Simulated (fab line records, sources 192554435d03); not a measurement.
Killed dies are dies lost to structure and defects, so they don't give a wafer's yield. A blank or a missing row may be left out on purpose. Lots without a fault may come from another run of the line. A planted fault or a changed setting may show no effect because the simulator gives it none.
Chamber matching | flow n5_finfet | N5_BEOL_M4_PECVD_72 on pecvd-02: 3 sister chambers
The step deposits SiO2 from TEOS/O2, target thk 16 nm, time 18 s. 27 wafers are shown with their chamber, then 12 later ones without.

WAFERS WITH THEIR CHAMBER
wafer  | chamber | throttle_valve_pct (%) | heater_power_outer_w (W) | heater_power_w (W)
L075.1 | 0       | 23.4                   | 406                      | 680
L075.3 | 1       | 23.1                   | 598                      | 960
L075.5 | 1       | 23.5                   | 610                      | 982
L078.2 | 2       | 21.0                   | 404                      | 784
L078.3 | 0       | 23.8                   | 332                      | 601
L078.6 | 2       | 21.6                   | 400                      | 751
L080.1 | 0       | 23.7                   | 313                      | 572
L080.4 | 0       | 23.9                   | 311                      | 564
L080.5 | 2       | 20.9                   | 472                      | 856
L081.3 | 2       | 21.3                   | 455                      | 831
L081.4 | 1       | 23.3                   | 616                      | 986
L081.6 | 0       | 24.1                   | 342                      | 599
L082.1 | 0       | 23.9                   | 375                      | 645
L082.2 | 2       | 21.2                   | 445                      | 792
L082.4 | 0       | 23.9                   | 371                      | 663
L084.3 | 2       | 21.2                   | 488                      | 882
L084.4 | 0       | 24.1                   | 321                      | 585
L084.6 | 2       | 21.4                   | 487                      | 900
L086.1 | 0       | 24.2                   | 328                      | 584
L086.3 | 0       | 24.1                   | 337                      | 582
L086.4 | 1       | 23.0                   | 586                      | 942
L088.1 | 1       | 23.6                   | 588                      | 950
L088.3 | 1       | 23.1                   | 600                      | 975
L088.4 | 0       | 23.8                   | 376                      | 654
L091.3 | 1       | 23.3                   | 585                      | 904
L091.5 | 0       | 23.9                   | 383                      | 658
L091.6 | 2       | 21.4                   | 425                      | 804

SIGNATURES (means of the wafers above)
reading              | chamber 0 | chamber 1 | chamber 2 | scatter within a chamber
throttle_valve_pct   | 23.900    | 23.271    | 21.250    | 0.221
heater_power_outer_w | 349.58    | 597.57    | 447.00    | 29
heater_power_w       | 615.58    | 957.00    | 825.00    | 41.9
Rule: a wafer's distance from a chamber is the root of the sum, over the readings, of the square of ((its reading less the chamber's mean) divided by the reading's scatter). The wafer belongs to the nearest chamber; if the next one is less than 2 further off, it can't be placed. The scatter: the root of (the sum of the squares of (reading less its chamber's mean) over the shown wafers, divided by (wafers less chambers)).

WAFERS WITHOUT THEIR CHAMBER
wafer  | throttle_valve_pct (%) | heater_power_outer_w (W) | heater_power_w (W)
L093.2 | 24.3                   | 396                      | 684
L093.4 | 21.1                   | 404                      | 764
L093.6 | 24.0                   | 401                      | 678
L095.1 | 23.8                   | 402                      | 661
L095.3 | 23.1                   | 502                      | 833
L095.6 | 23.2                   | 501                      | 820
L097.1 | 23.5                   | 631                      | 976
L097.3 | 21.7                   | 495                      | 909
L097.6 | 21.7                   | 506                      | 888
L096.1 | 24.0                   | 368                      | 653
L096.4 | 23.2                   | 611                      | 1001
L096.5 | 21.6                   | 507                      | 908

WHICH CHAMBER EACH WENT THROUGH
wafer  | from the rows above | in truth
L093.2 | 0                   | 0
L093.4 | 2                   | 2
L093.6 | 0                   | 0
L095.1 | 0                   | 0
L095.3 | 1                   | 1
L095.6 | 1                   | 1
L097.1 | 1                   | 1
L097.3 | 2                   | 2
L097.6 | 2                   | 2
L096.1 | 0                   | 0
L096.4 | 1                   | 1
L096.5 | 2                   | 2
Placed correctly: 12 of 12. Can't be placed from these rows: 0. Placed wrongly: 0.
